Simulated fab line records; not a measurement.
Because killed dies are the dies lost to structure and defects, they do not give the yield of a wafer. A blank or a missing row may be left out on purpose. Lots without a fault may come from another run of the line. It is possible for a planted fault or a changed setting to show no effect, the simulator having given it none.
Chamber matching    flow nand-harc    NHARC_A_SGD_CUT_ETCH_58 on rie-diel-04 has 4 sister chambers
The step etches the open film in CF4, target depth 39 nm, time 65 s. 4 wafers are shown with their chamber, then 10 later ones without.

## EACH WAFER AND ITS CHAMBER
wafer   chamber  showerhead-plenum-p-Torr (Torr)
L084.3  0        1.86
L090.6  1        1.72
L091.2  3        1.66
L091.3  2        1.66

## WAFERS WITH NO CHAMBER GIVEN
wafer   showerhead-plenum-p-Torr (Torr)
L091.6  1.86
L092.2  1.66
L092.3  1.66
L092.6  1.66
L095.1  1.65
L095.2  1.86
L095.4  1.66
L097.2  1.86
L097.5  1.66
L097.6  1.65

## EACH ONE'S CHAMBER
wafer   from the rows above      in truth
L091.6  0                        0
L092.2  can't be placed: 2 or 3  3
L092.3  can't be placed: 2 or 3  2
L092.6  can't be placed: 2 or 3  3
L095.1  can't be placed: 2 or 3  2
L095.2  0                        0
L095.4  can't be placed: 2 or 3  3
L097.2  0                        0
L097.5  can't be placed: 2 or 3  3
L097.6  can't be placed: 2 or 3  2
3 of 10 placed correctly. Cannot be placed on the basis of these rows: 7; the candidates contain the true chamber in 7. Number placed wrongly: 0.
How it was worked out, from the rows above alone: a wafer's distance from a chamber is the root of the sum, over the readings, of the square of ((its reading less the chamber's mean) divided by the reading's scatter). If the next closest chamber is less than 2 further off than the closest, the wafer can't be placed; otherwise it belongs to the closest. A chamber's mean is the mean of its shown wafers. The scatter (one wafer shown for each chamber): square how far every hidden wafer sits from the nearest shown wafer, average those squares and take the square root.
